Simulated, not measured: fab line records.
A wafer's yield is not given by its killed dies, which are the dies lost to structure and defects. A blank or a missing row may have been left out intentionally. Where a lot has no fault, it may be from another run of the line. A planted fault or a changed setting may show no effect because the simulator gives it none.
Chamber matching    flow n5-finfet    N5_BEOL_M5_ETCH_61 on rie-diel-02 has 4 sister chambers
The step etches SiARC in CF4, target depth 15.6 nm, time 26 s. 4 wafers are shown with their chamber, then 9 later ones without.

WAFERS, EACH WITH ITS CHAMBER
wafer   chamber  showerhead-plenum-p-Torr (Torr)
L080.4  1        2.16
L090.6  0        2.09
L092.5  2        2.04
L092.6  3        2.25

WAFERS WITHOUT THEIR CHAMBER
wafer   showerhead-plenum-p-Torr (Torr)
L093.1  2.08
L093.3  2.25
L093.6  2.25
L095.1  2.15
L095.3  2.08
L095.6  2.08
L097.2  2.29
L097.3  2.15
L097.6  2.24

CHAMBER TAKEN BY EACH
wafer    from the rows above       in truth
L093.1   can't be placed: 0 or 2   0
L093.3   3                         3
L093.6   3                         3
L095.1   1                         1
L095.3   can't be placed: 0 or 2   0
L095.6   can't be placed: 0 or 2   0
L097.2   3                         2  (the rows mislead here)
L097.3   1                         1
L097.6   3                         3
5 of 9 placed correctly. Can't be placed from these rows: 3 (the true chamber is among the candidates in 3). Number placed wrongly: 1.
How it was worked out, from the rows above alone: a wafer's distance from a chamber is the root of the sum, over the readings, of the square of ((its reading less the chamber's mean) divided by the reading's scatter). The wafer belongs to the nearest chamber; if the next one is less than 2 further off, it can't be placed. The mean given for a chamber averages the wafers shown for that chamber. The scatter: with one shown wafer a chamber, the root of the mean of the squares of how far each hidden wafer lies from its nearest shown one.
